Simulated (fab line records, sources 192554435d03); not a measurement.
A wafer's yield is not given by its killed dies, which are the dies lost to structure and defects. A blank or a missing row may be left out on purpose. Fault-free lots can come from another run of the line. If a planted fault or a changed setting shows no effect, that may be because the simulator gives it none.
The tool behind it: which one? + flow n5Finfet + Sampling: 12 lots, 36 wafers, 3 of 1938 route steps

## WHAT THE GAUGES READ, wafer by wafer
N5_FIN_SAQP_CD_MEAS_37: target cd 8 nm.
| lot  | measured    | on       | cdNm (nm)      |
|------|-------------|----------|----------------|
| L075 | day 2 08:35 | cdSem-03 | 7.57 8.03 8.11 |
| L077 | day 2 20:32 | cdSem-02 | 8.29 7.96 7.95 |
| L079 | day 3 08:22 | cdSem-02 | 8.14 8.20 8.09 |
| L081 | day 3 19:52 | cdSem-02 | 8.51 8.00 8.40 |
| L083 | day 4 09:56 | cdSem-02 | 8.05 7.94 7.98 |
| L085 | day 5 00:49 | cdSem-01 | 8.27 7.84 8.24 |
| L087 | day 5 11:05 | cdSem-03 | 8.46 7.97 8.02 |
| L089 | day 5 20:25 | cdSem-03 | 8.46 8.21 8.00 |
| L091 | day 6 10:18 | cdSem-02 | 7.80 7.92 7.44 |
| L093 | day 6 21:37 | cdSem-03 | 8.16 8.10 7.94 |
| L095 | day 7 07:46 | cdSem-01 | 8.18 8.04 7.93 |
| L097 | day 7 19:54 | cdSem-03 | 8.15 7.93 8.11 |

## EACH LOT AND THE TOOL THAT RAN IT (in order: tool; ch and the chambers of the sampled wafers; start)
| lot  | N5_FIN_SAQP_ALD_61              | N5_FIN_SAQP_RECESS_63            |
|------|---------------------------------|----------------------------------|
| L075 | aldSin-02 ch 1,2, day 2 02:34   | vaporEtch-01 ch 0,1, day 2 06:47 |
| L077 | aldSin-01 ch 0,3, day 2 14:47   | vaporEtch-02 ch 0,1, day 2 18:32 |
| L079 | aldSin-02 ch 0,1,2, day 3 02:41 | vaporEtch-02 ch 0,1, day 3 06:29 |
| L081 | aldSin-04 ch 0,2,3, day 3 14:09 | vaporEtch-02 ch 0,1, day 3 18:08 |
| L083 | aldSin-04 ch 0,1,2, day 4 02:34 | vaporEtch-02 ch 0,1, day 4 08:18 |
| L085 | aldSin-01 ch 1,2,3, day 4 17:58 | vaporEtch-01 ch 0,1, day 4 22:47 |
| L087 | aldSin-01 ch 0,1,3, day 5 04:34 | vaporEtch-01 ch 0,1, day 5 09:25 |
| L089 | aldSin-04 ch 0,2,3, day 5 14:43 | vaporEtch-02 ch 0,1, day 5 18:17 |
| L091 | aldSin-02 ch 0,1,2, day 6 02:57 | vaporEtch-01 ch 1, day 6 07:58   |
| L093 | aldSin-01 ch 0,1,3, day 6 14:39 | vaporEtch-02 ch 0,1, day 6 19:37 |
| L095 | aldSin-01 ch 0,2,3, day 7 02:04 | vaporEtch-02 ch 0, day 7 06:01   |
| L097 | aldSin-02 ch 0,1, day 7 14:11   | vaporEtch-02 ch 0,1, day 7 18:01 |
- N5_FIN_SAQP_ALD_61: deposits SiO2, target thk 4 nm, pulse time 1 s, purge time 2 s.
- N5_FIN_SAQP_RECESS_63: chemistry HF/NH3, target SiO2, target depth 18 nm, afs cycles 3, sublimation time 60 s.

## THE ANSWER, worked out from the rows above alone
Rule: the lots themselves supply what counts as usual. The widest of any qualifying gaps counts: lots, ordered by their means at a reading, are off when they make up no more than a third of the lots, leave a main group of 4 or more, and stand apart from it by 3 or more times the standard deviation of that group's means. A main group is skipped when, at the precision printed for the reading in the tables above, its means are all equal. A lot without any number at a reading at which 4 lots or more have one is off too. All remaining lots with rows at the step are treated as sound.
No lot is off on any of the readings shown, so nothing can be concluded from this.

## WHAT WAS PUT IN BY THE SIMULATOR
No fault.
